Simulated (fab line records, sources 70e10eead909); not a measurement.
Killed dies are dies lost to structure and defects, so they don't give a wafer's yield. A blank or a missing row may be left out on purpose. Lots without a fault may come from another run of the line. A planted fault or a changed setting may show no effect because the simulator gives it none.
fab line records | flow nand_harc
record lots=6 wafers=18 last_day=32
route steps=1302 shown A_M0@1155 A_M1@1169 END@1302
lots that met no fault: from a run of the same line without faults
start_h: hours from the record's first day to the start of the lot's first wafer shown | wait_h: hours since the lot's step before | " the same as in the row above | L1.1+2: a row that stands for several wafers | - no value, or no start given | * or withheld: withheld | < > ~ a bound
route shown NAME@n: a module of which the file shows steps, and the number in the route of the first | usual: mean/standard deviation of fault-free wafers | same: alike in all rows | chamber/n: place in a boat | sites: the reading at each site | _std_site: their standard deviation | _edge_site: outer sites' mean less inner sites' | radius_mm: how far each site lies from the wafer's centre | mask NAME#n: copy n | behind: the tool/chamber that last shaped the wafer | hold: why the lot was held/for how many hours/how that ended | device: the transistor (n, p or np) that didn't switch | end of line: the same wafers' tests at the end of the route | a step without rows: its recipe alone | killed: dies lost to structure and defects at the first sort, not the wafer's yield | map: a wafer's dies, x killed, . not, _ none there
set.NAME: the setting as run; set.NAME@STEP: as run at that earlier step | model.NAME: the simulator's own value behind a step, which no gauge read
lots at some steps of the route; a table a step, a row a wafer
services: from which hour (start_h, from the record's first day; less than 0 if before it) a tool's chamber was out of use, for how many hours, and why
## steps
# step NHARC_A_M0_STRIP_19
# recipe time_s=600 temp_c=30 chemistry=post_etch_residue_remover
# step NHARC_A_M0_DEGAS_28
# recipe temp_c=250 time_s=60
# usual heater_power_w=349/30 susceptor_temp_C=250.01/0.18
# same time_s=60
# columns lot.wafer tool chamber start_h wait_h heater_power_w susceptor_temp_C
L903.2 pvd_sputter-02 - 533.02 - 383 250.06
L903.1 " - " " 304 250.01
L903.6 " - " " 383 250.00
L916.3 pvd_sputter-01 - 652.80 - 344 250.06
L916.4 " - " " 330 250.12
L916.5 " - " " 337 250.05
L915.3 pvd_sputter-02 - 655.67 - 390 249.86
L915.4 " - " " 376 250.10
L915.6 " - " " 391 249.81
L917.1 pvd_sputter-01 - 679.18 - 336 249.80
L917.4 " - " " 339 249.93
L917.5 " - " " 342 249.94
L921.3 pvd_sputter-01 - 707.58 - 326 250.25
L921.6 " - " " 366 249.62
L921.5 " - " " 330 249.98
L924.3 pvd_sputter-01 - 730.09 - 324 -
L924.4 " - " " 337 -
L924.5 " - " " 370 -
# step NHARC_A_M0_PRE_CLEAN_29
# recipe time_s=30 temp_c=280 gas=H2/He
# step NHARC_A_M0_PVD_20
# recipe target_thk_a=50 bias_v=168.6 power_w=15000 chamber_pressure_pa=0.12 time_s=8.06 substrate_temp_c=50 material=TaN
# step NHARC_A_M0_PVD_21
# recipe target_thk_a=300 chamber_pressure_pa=5 power_w=5000 substrate_temp_c=30 time_s=20.49 material=Cu
# usual throttle_valve_pct=29.7/1.3
# same time_s=20.49
# columns lot.wafer tool chamber start_h wait_h throttle_valve_pct
L903.1 pvd_sputter-02 - - - 29.6
L903.2 " - " " 28.8
L903.6 " - " " 29.7
L916.3 pvd_sputter-01 - - - 30.1
L916.4 " - " " 27.1
L916.5 " - " " 28.8
L915.4 pvd_sputter-02 - - - 30.4
L915.3 " - " " 29.8
L915.6 " - " " 30.6
L917.4 pvd_sputter-01 - - - 30.4
L917.1 " - " " 28.7
L917.5 " - " " 26.8
L921.3 pvd_sputter-01 - - - 30.3
L921.6 " - " " 30.3
L921.5 " - " " 28.8
L924.4 pvd_sputter-01 - - - 28.8
L924.3 " - " " 27.2
L924.5 " - " " 30.7
# step NHARC_A_M0_ECD_22
# recipe target_thk_a=4000 bath_temp_c=25 material=Cu
# step NHARC_A_M0_ANNEAL_30
# recipe temp_c=225 time_s=90
# usual anneal_temp_c=225.03/0.15 wafer_temp_C_max=226.6/0.41
# same time_s=90
# columns lot.wafer tool chamber start_h wait_h anneal_temp_c wafer_temp_C_max
L903.1 rtp_anneal-02 0 533.75 - 225.17 226.7
L903.2 " 0 " " 225.32 226.5
L903.6 " 0 " " 225.05 227.1
L916.3 rtp_anneal-02 0 653.64 0.3 225.03 226.2
L916.4 " 0 " " 225.01 226.9
L916.5 " 0 " " 225.05 227.0
L915.3 rtp_anneal-02 0 656.52 0.3 225.01 227.8
L915.4 " 0 " " 224.86 226.8
L915.6 " 0 " " 225.16 226.6
L917.1 rtp_anneal-01 0 679.90 - 224.83 226.3
L917.4 " 0 " " 224.73 226.4
L917.5 " 0 " " 224.90 226.1
L921.3 rtp_anneal-02 0 708.51 0.3 224.72 226.8
L921.5 " 0 " " 224.80 227.1
L921.6 " 0 " " 224.85 226.4
L924.3 rtp_anneal-01 0 730.93 0.3 224.98 226.7
L924.4 " 0 " " 225.14 226.2
L924.5 " 0 " " 225.14 226.3
# step NHARC_A_M0_CMP_23
# recipe t_overpolish_s=20 target_thk_nm=113.75
# usual motor_current_A=12.1/0.85 time_to_endpoint_s=29.0/2.4
# columns lot.wafer tool chamber start_h wait_h motor_current_A time_to_endpoint_s
L903.1 cmp-04 2 534.10 - 12.9 30.7
L903.2 " 1 " " 13.8 30.7
L903.6 " 3 " " 11.3 27.6
L916.3 cmp-02 0 653.89 - 12.7 28.1
L916.4 " 2 " " 11.3 29.7
L916.5 " 1 " " 12.3 29.8
L915.4 cmp-04 3 656.76 - 11.3 22.3
L915.3 " 1 " " 13.9 24.6
L915.6 " 3 " " 10.9 25.7
L917.1 cmp-02 2 680.24 - 11.3 25.8
L917.4 " 0 " " 12.3 26.4
L917.5 " 2 " " 11.5 26.8
L921.3 cmp-03 1 708.83 - 12.0 32.3
L921.6 " 2 " " 11.7 31.5
L921.5 " 3 " " 11.1 30.1
L924.3 cmp-03 0 731.19 - 11.9 30.3
L924.4 " 2 " " 12.2 30.4
L924.5 " 3 " " 11.9 30.2
# step NHARC_A_M0_THK_MEAS_24
# recipe thk_meas_gauge=xrf
# usual thk_nm=114.0/1.3
# columns lot.wafer tool chamber start_h wait_h thk_nm
L903.1 film_metro-01 - 534.41 - 114.4
L903.2 " - " " 115.8
L903.6 " - " " 113.6
L916.3 film_metro-02 - 654.21 - 112.1
L916.4 " - " " 114.5
L916.5 " - " " 112.8
L915.3 film_metro-02 - 657.08 - 113.2
L915.4 " - " " 113.7
L915.6 " - " " 111.2
L917.1 film_metro-01 - 680.56 - 112.4
L917.4 " - " " 110.2
L917.5 " - " " 112.9
L921.3 film_metro-02 - 709.06 - 113.2
L921.5 " - " " 114.7
L921.6 " - " " 116.9
L924.3 film_metro-02 - 731.48 - 112.5
L924.4 " - " " 114.8
L924.5 " - " " 113.8
# step NHARC_A_M0_SRD_25
# step NHARC_A_M0_INSPECT_27
# usual raw_defect_count=509/110
# columns lot.wafer tool chamber start_h wait_h raw_defect_count
L903.1 defect_inspect-02 - 534.57 0.0 342
L903.2 " - " " 550
L903.6 " - " " 432
L916.3 defect_inspect-01 - 654.36 0.0 642
L916.4 " - " " 661
L916.5 " - " " 784
L915.3 defect_inspect-02 - 657.24 0.0 494
L915.4 " - " " 574
L915.6 " - " " 621
L917.1 defect_inspect-01 - 680.72 0.0 420
L917.4 " - " " 635
L917.5 " - " " 744
L921.3 defect_inspect-02 - 709.24 0.0 391
L921.5 " - " " 477
L921.6 " - " " 405
L924.3 defect_inspect-02 - 731.63 0.0 327
L924.4 " - " " 372
L924.5 " - " " 407
# step NHARC_A_M0_PRE_CLEAN_31
# recipe time_s=12 temp_c=370 rf_power_w=300 gas=NH3
# usual heater_power_w=590/60 susceptor_temp_C=369.97/0.2
# same time_s=12
# columns lot.wafer tool chamber start_h wait_h heater_power_w susceptor_temp_C
L903.2 pecvd-02 0 534.64 0.1 645 369.71
L903.1 " 2 " " 574 370.02
L903.6 " 0 " " 652 369.64
L916.3 pecvd-02 0 654.44 0.1 675 370.13
L916.4 " 2 " " 511 370.19
L916.5 " 0 " " 686 370.02
L915.3 pecvd-02 1 657.30 0.1 587 369.53
L915.4 " 1 " " 599 370.34
L915.6 " 2 " " 542 369.96
L917.1 pecvd-03 1 680.92 0.2 503 370.00
L917.5 " 0 " " 563 369.97
L917.4 " 2 " " 528 369.77
L921.3 pecvd-01 0 709.33 0.1 607 370.16
L921.5 " 0 " " 613 370.14
L921.6 " 2 " " 573 369.81
L924.3 pecvd-02 2 731.70 0.1 526 369.96
L924.4 " 2 " " 519 370.12
L924.5 " 0 " " 564 370.10
# step NHARC_A_M0_DEP_32
# recipe target_thk_a=300 temp_c=370 target_thk_nm=30 pressure_torr=3 flow_sccm=200 rf_w=450 material=SiCN
# usual heater_power_w=543/60 susceptor_temp_C=370.00/0.22
# columns lot.wafer tool chamber start_h wait_h heater_power_w susceptor_temp_C
L903.2 pecvd-02 0 534.72 0.1 608 369.98
L903.1 " 2 " " 514 369.84
L903.6 " 0 " " 623 370.01
L916.3 pecvd-02 0 654.55 0.1 643 370.09
L916.4 " 2 " " 555 369.72
L916.5 " 0 " " 666 369.83
L915.3 pecvd-02 1 657.38 0.1 555 370.13
L915.4 " 1 " " 556 370.16
L915.6 " 2 " " 519 370.08
L917.1 pecvd-03 1 681.03 0.1 481 370.35
L917.5 " 0 " " 561 370.16
L917.4 " 2 " " 540 369.93
L921.3 pecvd-01 0 709.41 0.1 478 370.01
L921.5 " 0 " " 480 369.86
L921.6 " 2 " " 547 369.95
L924.3 pecvd-02 2 731.78 0.1 443 369.73
L924.4 " 2 " " 429 369.92
L924.5 " 0 " " 660 369.91
# step NHARC_A_M1_DEP_00
# recipe target_thk_a=1825 target_thk_nm=182.5 temp_c=withheld pressure_torr=5 flow_sccm=200 rf_w=600 material=SiOC
# step NHARC_A_M1_DEHYDRATE_01
# recipe temp_c=150 time_s=120
# step NHARC_A_M1_HMDS_02
# recipe time_s=30
# step NHARC_A_M1_COAT_34
# recipe temp_c=200 time_s=65
# step NHARC_A_M1_COAT_03
# recipe spin_rpm=1500 resist_thk_nm=90
# step NHARC_A_M1_SOFTBAKE_04
# recipe temp_c=105 time_s=55
# step NHARC_A_M1_EBR_05
# step NHARC_A_M1_EXPOSE_06
# recipe na=1.35 target_cd_nm=120 dose_mj=75.13 mask_id=A_M1
# step NHARC_A_M1_PEB_07
# recipe peb_temp_c=100 peb_time_s=65
# step NHARC_A_M1_DEVELOP_08
# recipe develop_time_s=35 dev_temp_c=23
# step NHARC_A_M1_CD_MEAS_09
# recipe target_cd_nm=120 landing_energy_ev=500
# usual cd_nm=120.3/0.65
# columns lot.wafer tool chamber start_h wait_h cd_nm
L903.1 cd_sem-01 0 535.94 - 119.5
L903.2 " 0 " " 119.2
L903.6 " 0 " " 120.0
L916.3 cd_sem-01 0 655.76 - 120.2
L916.4 " 0 " " 121.5
L916.5 " 0 " " 120.2
L915.3 cd_sem-02 0 658.61 - 120.4
L915.4 " 0 " " 120.6
L915.6 " 0 " " 120.3
L917.1 cd_sem-03 0 682.23 - 120.4
L917.4 " 0 " " 120.2
L917.5 " 0 " " 120.6
L921.3 cd_sem-01 0 710.53 - 120.2
L921.5 " 0 " " 120.7
L921.6 " 0 " " 120.3
L924.3 cd_sem-03 0 733.01 - 120.0
L924.4 " 0 " " 120.3
L924.5 " 0 " " 120.8
# step NHARC_A_M1_OVL_MEAS_10
# recipe pitch_nm=240
# usual overlay_x_nm=-0.2/0.76 overlay_y_nm=-0.2/0.74
# columns lot.wafer tool chamber start_h wait_h overlay_x_nm overlay_y_nm
L903.1 overlay-02 - 536.03 - 0.7 0.3
L903.2 " - " " 0.3 -0.4
L903.6 " - " " -0.2 -0.1
L916.3 overlay-02 - 655.84 - -0.7 -1.0
L916.4 " - " " -1.4 -1.3
L916.5 " - " " -0.9 -0.7
L915.3 overlay-01 - 658.70 - 0.3 -0.5
L915.4 " - " " 0.2 -0.3
L915.6 " - " " -0.1 -0.7
L917.1 overlay-01 - 682.32 - -1.0 0.1
L917.4 " - " " -1.0 0.0
L917.5 " - " " -1.5 0.5
L921.3 overlay-01 - 710.61 - 0.0 0.9
L921.5 " - " " 0.3 0.8
L921.6 " - " " -0.5 1.3
L924.3 overlay-01 - 733.09 - -0.4 0.8
L924.4 " - " " -0.7 1.0
L924.5 " - " " -1.1 0.7
# step NHARC_A_M1_INSPECT_11
# usual raw_defect_count=89/37
# columns lot.wafer tool chamber start_h wait_h raw_defect_count
L903.1 defect_inspect-02 - 536.07 0.0 99
L903.2 " - " " 117
L903.6 " - " " 98
L916.3 defect_inspect-02 - 655.88 0.0 87
L916.4 " - " " 373
L916.5 " - " " 100
L915.3 defect_inspect-01 - 658.73 0.0 144
L915.4 " - " " 147
L915.6 " - " " 407
L917.1 defect_inspect-02 - 682.35 0.0 91
L917.4 " - " " 88
L917.5 " - " " 88
L921.3 defect_inspect-02 - 710.65 0.0 32
L921.5 " - " " 29
L921.6 " - " " 29
L924.3 defect_inspect-02 - 733.13 0.0 57
L924.4 " - " " 45
L924.5 " - " " 66
# step NHARC_A_M1_DESCUM_14
# recipe time_s=3 o2_flow_sccm=200 ar_flow_sccm=0 bias_power_w=0 chemistry=O2
# step NHARC_END_SORT_01
# recipe temp_c=25
# usual defect_limited_yield=90.5/2.8 killed_at_array=59/19 killed_at_other=1.0/1.1 killed_at_periphery=3.8/2.4 killed_dies=64/19 killed_open=3.3/2 killed_short=2.4/1.6
# same gross_dies=677
# columns lot.wafer tool chamber start_h wait_h defect_limited_yield[%] killed_at_array killed_at_other killed_at_periphery killed_dies killed_open killed_short
L903.1 prober-02 0 571.38 2.5 90.4 60 2 3 65 1 4
L903.2 prober-02 0 572.18 2.8 88.6 74 0 3 77 6 2
L903.6 prober-02 0 575.35 4.0 89.7 67 1 2 70 1 2
L916.3 prober-01 0 692.82 3.1 92.0 51 0 3 54 4 5
L916.4 prober-01 0 693.62 3.4 83.8 106 1 3 110 1 5
L916.5 prober-01 0 694.42 3.7 88.5 70 2 6 78 6 4
L915.3 prober-02 0 694.76 3.1 83.5 104 5 3 112 4 3
L915.4 prober-02 0 695.57 3.4 85.4 90 2 7 99 6 2
L915.6 prober-02 0 697.18 4.0 80.2 129 2 3 134 1 1
L917.1 prober-01 0 718.52 2.5 92.6 49 1 0 50 0 0
L917.4 prober-01 0 720.91 3.4 92.5 49 1 1 51 5 1
L917.5 prober-01 0 721.71 3.7 91.3 50 5 4 59 2 0
L921.3 prober-02 0 747.04 3.1 93.9 35 0 6 41 5 5
L921.5 prober-02 0 748.65 3.7 94.1 37 0 3 40 5 8
L921.6 prober-02 0 749.45 4.0 95.7 27 2 0 29 3 2
L924.3 prober-01 0 773.05 3.1 92.5 44 3 4 51 4 2
L924.4 prober-01 0 773.85 3.4 94.7 31 2 3 36 1 1
L924.5 prober-01 0 774.64 3.7 91.4 48 4 6 58 3 1
# killed by level:class
L903.1 A_CHANNEL_HOLE_D1:chamber_film_flake=20 A_SLIT:chamber_film_flake=16 A_STAIRCASE:chamber_film_flake=6 A_CHANNEL_HOLE_D2:chamber_film_flake=5 A_DECK1_JOINT:chamber_film_flake=3 P_BONDPAD:chamber_film_flake=2 A_WL_FILL:chamber_film_flake=2 A_CONTACT:chamber_film_flake=2
L903.2 A_CHANNEL_HOLE_D1:chamber_film_flake=29 A_SLIT:chamber_film_flake=19 A_CHANNEL_HOLE_D2:chamber_film_flake=6 A_WL_FILL:chamber_film_flake=4 A_CONTACT:chamber_film_flake=4 A_STAIRCASE:chamber_film_flake=3 A_DECK1_JOINT:chamber_film_flake=3 P_CONTACT:geometric_particle:open=2
L903.6 A_CHANNEL_HOLE_D1:chamber_film_flake=33 A_SLIT:chamber_film_flake=15 A_CHANNEL_HOLE_D2:chamber_film_flake=4 A_WL_FILL:chamber_film_flake=4 A_DECK1_JOINT:chamber_film_flake=3 A_STAIRCASE:chamber_film_flake=3 A_ONON_D1:geometric_particle:open=1 A_ONON_D1:geometric_particle:short=1
L916.3 A_CHANNEL_HOLE_D1:chamber_film_flake=29 A_CHANNEL_HOLE_D2:chamber_film_flake=5 A_STAIRCASE:chamber_film_flake=5 A_CONTACT:chamber_film_flake=3 P_M0:geometric_particle:open=1 P_M0:geometric_particle:short=1 A_SOURCE_PLATE:geometric_particle:short=1 A_ONON_D1:geometric_particle:short=1
L916.4 A_M0:unspecified=47 A_CHANNEL_HOLE_D1:chamber_film_flake=28 A_CHANNEL_HOLE_D2:chamber_film_flake=13 A_CONTACT:chamber_film_flake=5 A_STAIRCASE:chamber_film_flake=4 A_SLIT:chamber_film_flake=3 P_M0:geometric_particle:short=2 A_ONON_D1:geometric_particle:short=1
L916.5 A_CHANNEL_HOLE_D1:chamber_film_flake=39 A_CHANNEL_HOLE_D2:chamber_film_flake=15 A_CONTACT:chamber_film_flake=7 P_GATE:geometric_particle:open=3 A_M1:geometric_particle:short=3 P_M0:geometric_particle:open=2 THIN_TSV:chamber_film_flake=2 A_SOURCE_PLATE:geometric_particle:open=1
L915.3 A_SLIT:chamber_film_flake=40 A_CHANNEL_HOLE_D1:chamber_film_flake=35 A_CHANNEL_HOLE_D2:chamber_film_flake=15 A_CONTACT:chamber_film_flake=5 THIN_TSV:chamber_film_flake=5 A_ONON_D1:geometric_particle:open=2 P_M1:geometric_particle:short=1 A_DECK1_JOINT:geometric_particle:short=1
L915.4 A_SLIT:chamber_film_flake=32 A_CHANNEL_HOLE_D1:chamber_film_flake=31 A_CHANNEL_HOLE_D2:chamber_film_flake=12 A_ZERO_WELL:chamber_film_flake=3 A_DECK1_JOINT:geometric_particle:open=2 P_STI:chamber_film_flake=2 A_CHANNEL_FILL_D1:chamber_film_flake=2 A_CONTACT:chamber_film_flake=2
L915.6 A_M0:unspecified=55 A_CHANNEL_HOLE_D1:chamber_film_flake=33 A_SLIT:chamber_film_flake=24 A_CHANNEL_HOLE_D2:chamber_film_flake=9 P_CONTACT:chamber_film_flake=2 A_CONTACT:chamber_film_flake=2 THIN_TSV:chamber_film_flake=2 A_WL_FILL:geometric_particle:short=1
L917.1 A_SLIT:chamber_film_flake=26 A_CHANNEL_HOLE_D2:chamber_film_flake=12 A_CHANNEL_HOLE_D1:chamber_film_flake=7 A_SGD_CUT:chamber_film_flake=4 THIN_TSV:chamber_film_flake=1
L917.4 A_SLIT:chamber_film_flake=18 A_CHANNEL_HOLE_D2:chamber_film_flake=14 A_CHANNEL_HOLE_D1:chamber_film_flake=11 P_GATE:geometric_particle:open=1 A_SOURCE_PLATE:geometric_particle:open=1 A_SOURCE_PLATE:geometric_particle:short=1 A_WL_FILL:geometric_particle:open=1 A_BLC:geometric_particle:open=1
L917.5 A_SLIT:chamber_film_flake=29 A_CHANNEL_HOLE_D2:chamber_film_flake=14 A_CHANNEL_HOLE_D1:chamber_film_flake=5 THIN_TSV:chamber_film_flake=5 P_CONTACT:chamber_film_flake=2 P_CONTACT:geometric_particle:open=1 P_M1:geometric_particle:open=1 A_STAIRCASE:chamber_film_flake=1
L921.3 A_CHANNEL_HOLE_D1:chamber_film_flake=13 A_CONTACT:chamber_film_flake=6 A_SLIT:chamber_film_flake=5 P_GATE:chamber_film_flake=2 P_M0:geometric_particle:short=1 P_M1:geometric_particle:open=1 A_ONON_D1:geometric_particle:short=1 A_ONON_D1:geometric_particle:open=1
L921.5 A_CHANNEL_HOLE_D1:chamber_film_flake=12 A_CONTACT:chamber_film_flake=5 A_SLIT:chamber_film_flake=3 A_CHANNEL_FILL_D2:geometric_particle:short=2 A_M0:geometric_particle:short=2 A_DECK1_JOINT:chamber_film_flake=2 A_BLC:chamber_film_flake=2 P_M0:geometric_particle:short=1
L921.6 A_SLIT:chamber_film_flake=7 A_CHANNEL_HOLE_D1:chamber_film_flake=5 A_DECK1_JOINT:chamber_film_flake=3 A_CHANNEL_HOLE_D1:geometric_particle:short=2 A_WL_FILL:chamber_film_flake=2 A_CONTACT:chamber_film_flake=2 THIN_TSV:chamber_film_flake=2 A_CHANNEL_HOLE_D1:geometric_particle:open=1
L924.3 A_SLIT:chamber_film_flake=31 A_CONTACT:chamber_film_flake=5 THIN_TSV:chamber_film_flake=3 P_CONTACT:geometric_particle:open=2 A_ONON_D2:geometric_particle:short=2 A_M0:geometric_particle:open=2 P_GATE:chamber_film_flake=2 A_CHANNEL_HOLE_D1:chamber_film_flake=1
L924.4 A_SLIT:chamber_film_flake=22 A_M1:chamber_film_flake=3 P_GATE:chamber_film_flake=2 A_CONTACT:chamber_film_flake=2 THIN_TSV:chamber_film_flake=2 A_ONON_D1:geometric_particle:open=1 A_CHANNEL_HOLE_D2:geometric_particle:short=1 P_STI:chamber_film_flake=1
L924.5 A_SLIT:chamber_film_flake=30 A_CONTACT:chamber_film_flake=7 THIN_TSV:chamber_film_flake=4 P_GATE:chamber_film_flake=3 P_ZERO_WELL:chamber_film_flake=2 A_CHANNEL_HOLE_D2:chamber_film_flake=2 A_STAIRCASE:chamber_film_flake=2 A_M1:chamber_film_flake=2
# map L915.6 (x killed, . not)
____________.____________
_________...x..._________
_______x.........._______
______.............______
_____.xx............_____
____..x..x........x..____
____....xxx..........____
___..x.x.........x....___
___..x.xxx............___
__xxxxxxx.x............__
__x..x.xx..x...........__
_xxxxxxxxx.............._
_xxx..xxxx.............._
_xx.xx.x.x.............._
_xxxx..xxx.............._
_xxxx..................._
xxxxxx...................
.x..x....................
.x.xxxx.x................
.xxxxx......x........x...
xxx.xx...................
_xxxxxx................._
_xxxxx.................._
_xxxxx.................._
_xxxxx.......x.........._
_xxxxxx................._
__xxxxxx.........x.....__
__xxxx.................__
___xx.................___
___xx.................___
____.................____
____x................____
_____..............._____
______....x........______
_______..........._______
_________......._________
____________.____________
# map L916.4 (x killed, . not)
____________.____________
_________......._________
_______..........._______
______.............______
_____....x.x........_____
____.x...............____
____...x.............____
___....xx.xx.......x..___
___x..xxx.............___
__x..xxxxxx............__
__.x.xxxxxx............__
_.xx..xx.x.............._
_.x.x..xxxx............._
_.x.......x............._
_.x...................x._
_xx..x.................._
....x....................
x........................
..x...............x......
.xxxx.......x.......x....
.xx.x....................
_xxxxxx.....x..........._
_xxxxxxx................_
_xxxxxxx...x............_
_xxxxx.................._
_xxxxx.x........x......._
__xxxxx....x.......x...__
__xxx....x...x.........__
___.x.x...............___
___xx.................___
____.x...............____
____...........x.....____
_____..............._____
______.............______
_______..........._______
_________......._________
____________.____________
## services
# columns tool chamber start_h hours kind
cmp-04 - 518.93 0.5 repair
cmp-04 - 526.21 3.8 repair
cmp-02 - 527.19 4.0 pm
pecvd-03 - 536.67 0.9 repair
cmp-02 - 537.52 3.7 repair
pecvd-03 - 539.12 0.2 repair
pecvd-03 - 547.41 13.0 pm
cmp-02 - 549.53 2.0 repair
cmp-03 - 554.46 4.0 pm
pecvd-02 - 557.37 0.8 repair
pecvd-02 - 559.03 27.6 repair
pecvd-01 - 561.55 0.9 repair
cmp-02 - 565.07 0.4 repair
cmp-03 - 579.12 0.3 repair
cmp-02 - 582.80 1.3 repair
cmp-04 - 589.56 1.7 repair
pecvd-02 - 589.63 13.0 pm
cmp-04 - 602.02 4.0 pm
cmp-03 - 611.73 1.1 repair
cmp-02 - 625.19 4.0 pm
pvd_sputter-01 - 627.86 10.0 pm
pvd_sputter-02 - 639.76 10.0 pm
pvd_sputter-02 - 682.33 3.9 repair
pecvd-02 0 717.00 5.1 repair
## key
first_sign step=NHARC_A_M1_INSPECT_11 reading=raw_defect_count direction=up sigmas=8.2 usual=89 struck=390
effect step=NHARC_END_SORT_01 reading=killed_at_array direction=up sigmas=3 usual=59 struck=118
more_kills_born_at NHARC_A_M0_PRE_CLEAN_31@pecvd-02=102
met_at NHARC_A_M0_PRE_CLEAN_31
struck_wafers L915.6,L916.4
onset_between 534.64 654.44
fault kind=chamber_particle_source tool=pecvd-02 chamber=2 onset_h=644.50 steps=NHARC_A_M0_PRE_CLEAN_31 rate_per_visit_cm2=0.4295 end_h=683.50
